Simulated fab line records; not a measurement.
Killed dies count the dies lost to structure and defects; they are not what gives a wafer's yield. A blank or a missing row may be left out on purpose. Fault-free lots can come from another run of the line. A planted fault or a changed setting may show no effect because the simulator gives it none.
Which tool did it? -- flow n5Finfet -- Sampling: 11 lots, 32 wafers, 4 of 1938 route steps

== WHAT THE GAUGES READ, wafer by wafer ==
The record lacks any reading of a measuring or inspecting step that a usual standard deviation could be used to judge.

== TOOL THAT RAN EACH LOT (tool first, then ch and the chambers of the sampled wafers, then the start) ==
lot,N5_BEOL_M8_ETCH_66,N5_BEOL_M8_CURE_75,N5_BEOL_M8_SURFACE_TREAT_79,N5_BEOL_M8_CMP_52
L163,"rieDiel-05 ch 0,1,3, day 9 23:28","uvCure-01 ch 2, day 10 00:01","pvdSputter-03, day 10 01:44","cmp-03 ch 1,2,3, day 10 02:44"
L165,"rieDiel-02 ch 0,3, day 10 10:59","uvCure-01 ch 2, day 10 11:32","pvdSputter-03, day 10 13:22","cmp-01 ch 0,1,2, day 10 14:34"
L168,"rieDiel-04 ch 1,2,3, day 11 05:04","uvCure-01 ch 1, day 11 05:44","pvdSputter-02, day 11 06:38","cmp-03 ch 1,2, day 11 07:39"
L166,"rieDiel-02 ch 0,3, day 11 05:17","uvCure-03 ch 1, day 11 06:04","pvdSputter-01, day 11 08:37","cmp-03 ch 0,1,2, day 11 09:26"
L167,"rieDiel-05 ch 0,2,3, day 11 17:43","uvCure-03 ch 2, day 11 18:20","pvdSputter-01, day 11 19:04","cmp-01 ch 0,3, day 11 19:45"
L169,"rieDiel-02 ch 0,2,3, day 12 02:01","uvCure-02 ch 2, day 12 02:41","pvdSputter-02, day 12 03:31","cmp-02 ch 1,2,3, day 12 05:08"
L173,"rieDiel-04 ch 0,3, day 12 16:26","uvCure-01 ch 2, day 12 17:10","pvdSputter-03, day 12 18:04","cmp-01 ch 0,1,2, day 12 22:25"
L175,"rieDiel-05 ch 0,1,3, day 13 04:31","uvCure-03 ch 1, day 13 05:03","pvdSputter-01, day 13 05:50","cmp-02 ch 0,1,3, day 13 07:18"
L176,"rieDiel-05 ch 2,3, day 13 21:34","uvCure-01 ch 1, day 13 22:07","pvdSputter-02, day 14 00:30","cmp-02 ch 0,3, day 14 02:09"
L182,"rieDiel-04 ch 1,2, day 15 03:39","uvCure-03 ch 2, day 15 04:22","pvdSputter-02, day 15 05:04","cmp-02 ch 2,3, day 15 07:49"
L183,"rieDiel-02 ch 0,2,3, day 15 07:04","uvCure-03 ch 2, day 15 07:36","pvdSputter-02, day 15 08:49","cmp-02 ch 0,1,3, day 15 09:48"
- N5_BEOL_M8_ETCH_66: etches SOC in N2/H2, target depth 80 nm, overetch 16 nm, time 120 s.
- N5_BEOL_M8_CURE_75: cures SiCOH lowk, time 120 s.
- N5_BEOL_M8_SURFACE_TREAT_79
- N5_BEOL_M8_CMP_52: polishes, stops on SiCOH lowk, t overpolish 6.9 s, target thk 80 nm.

== WHAT THE TOOLS THEMSELVES READ (means of the sampled wafers that have a number; where no wafer has one, the mark that the record gives instead) ==
N5_BEOL_M8_ETCH_66. Usual: drypumpMotorCurrentA 5.9 A, standard deviation 0.35; oesProductAu 0.62 a.u., standard deviation 0.065; rfVppV 525 V, standard deviation 3.5; showerheadPlenumPTorr 2.58 Torr, standard deviation 0.12; throttleValvePct 17.75 %, standard deviation 0.19.
lot,tool,drypumpMotorCurrentA (A),oesProductAu (a.u.),rfVppV (V),showerheadPlenumPTorr (Torr),throttleValvePct (%),flag
L163,rieDiel-05,5.8,0.56,524,2.53,17.93,
L165,rieDiel-02,5.7,0.58,528,2.65,17.71,
L168,rieDiel-04,6.1,0.58,523,2.46,17.84,
L166,rieDiel-02,5.5,0.60,527,2.67,17.65,
L167,rieDiel-05,5.9,0.65,526,2.65,17.69,
L169,rieDiel-02,5.9,0.63,526,2.60,17.70,
L173,rieDiel-04,6.3,0.61,527,2.62,17.69,
L175,rieDiel-05,5.7,0.60,523,2.52,17.81,
L176,rieDiel-05,6.1,0.67,526,2.63,17.71,
L182,rieDiel-04,6.1,0.67,525,2.58,17.71,
L183,rieDiel-02,5.9,0.61,526,2.60,17.75,

N5_BEOL_M8_CURE_75. Usual: lampPowerPct 52.31 %, standard deviation 0.056; runLengthS 178.4 s, standard deviation 0.85; wafer_temp_C_max 371.8, standard deviation 0.64.
lot,tool,lampPowerPct (%),runLengthS (s),wafer_temp_C_max,flag
L163,uvCure-01,52.31,178.5,371.3,
L165,uvCure-01,52.31,178.7,371.3,
L168,uvCure-01,52.27,177.2,372.4,
L166,uvCure-03,52.37,177.8,371.2,
L167,uvCure-03,52.26,178.1,372.3,
L169,uvCure-02,52.30,179.3,371.9,
L173,uvCure-01,52.31,178.6,371.3,
L175,uvCure-03,52.31,177.7,371.3,
L176,uvCure-01,52.24,177.7,372.7,
L182,uvCure-03,51.62,163.9,373.2,OFF
L183,uvCure-03,51.84,169.2,372.1,OFF

N5_BEOL_M8_CMP_52. Usual: barrierFieldEndpointS 28.6 s, standard deviation 0.51; headPressurePsi 1.0001 psi, standard deviation 0.0022; motorCurrentA 6.0 A, standard deviation 0.47; overpolishRunS 6.901 s, standard deviation 0.0095; timeToEndpointS 61.2 s, standard deviation 2.4.
lot,tool,barrierFieldEndpointS (s),headPressurePsi (psi),motorCurrentA (A),overpolishRunS (s),timeToEndpointS (s),flag
L163,cmp-03,28.6,0.9987,6.3,6.898,62.2,
L165,cmp-01,28.8,1.0022,6.1,6.899,66.4,
L168,cmp-03,28.7,0.9980,6.4,6.897,60.4,
L166,cmp-03,28.8,1.0003,6.4,6.899,60.0,
L167,cmp-01,28.7,1.0011,5.3,6.900,63.0,
L169,cmp-02,28.3,1.0008,6.0,6.904,60.2,
L173,cmp-01,28.3,0.9995,6.3,6.903,60.1,
L175,cmp-02,29.3,0.9989,5.9,6.901,64.2,
L176,cmp-02,28.2,1.0007,5.7,6.904,59.8,
L182,cmp-02,29.0,1.0015,6.2,6.905,60.9,
L183,cmp-02,28.3,1.0001,5.8,6.903,63.1,

== THE ANSWER, worked out from the rows above alone ==
Rule: lot off if the mean of its wafers having a number is beyond 3 standard deviations from the usual mean. Also off: a lot with no number at a reading for which 4 or more lots have one. The other lots that the step has rows for count as sound. Order of review: gauges by route order, followed by the tools' own readings, for which a lot's mean as printed above is used. The first step at which some lot is off is used, and at that step the reading that is off furthest; a lot without a number counts as furthest.
Off, at N5_BEOL_M8_CURE_75 on runLengthS: L182, L183.
If a tool, at that step or one of the process steps before it, ran each lot that is off and ran no sound lot following the first of them, it fits. One candidate fits, namely uvCure-03 at N5_BEOL_M8_CURE_75. A fault onset in the window from L175 (day 13 05:03, its last sound lot) to L182 (day 15 04:22, its first lot off) fits.
The tool's own readings at N5_BEOL_M8_CURE_75 bear it out: on the lots that are off they differ by more than 5 times the standard deviation of the sound lots' means. lampPowerPct reads 51.73 % there against 52.30 % on the sound lots; runLengthS reads 166.6 s there against 178.2 s on the sound lots.

== WHAT WAS PUT IN BY THE SIMULATOR ==
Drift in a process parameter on uvCure-03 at N5_BEOL_M8_CURE_75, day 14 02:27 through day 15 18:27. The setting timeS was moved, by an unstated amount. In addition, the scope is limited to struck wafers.
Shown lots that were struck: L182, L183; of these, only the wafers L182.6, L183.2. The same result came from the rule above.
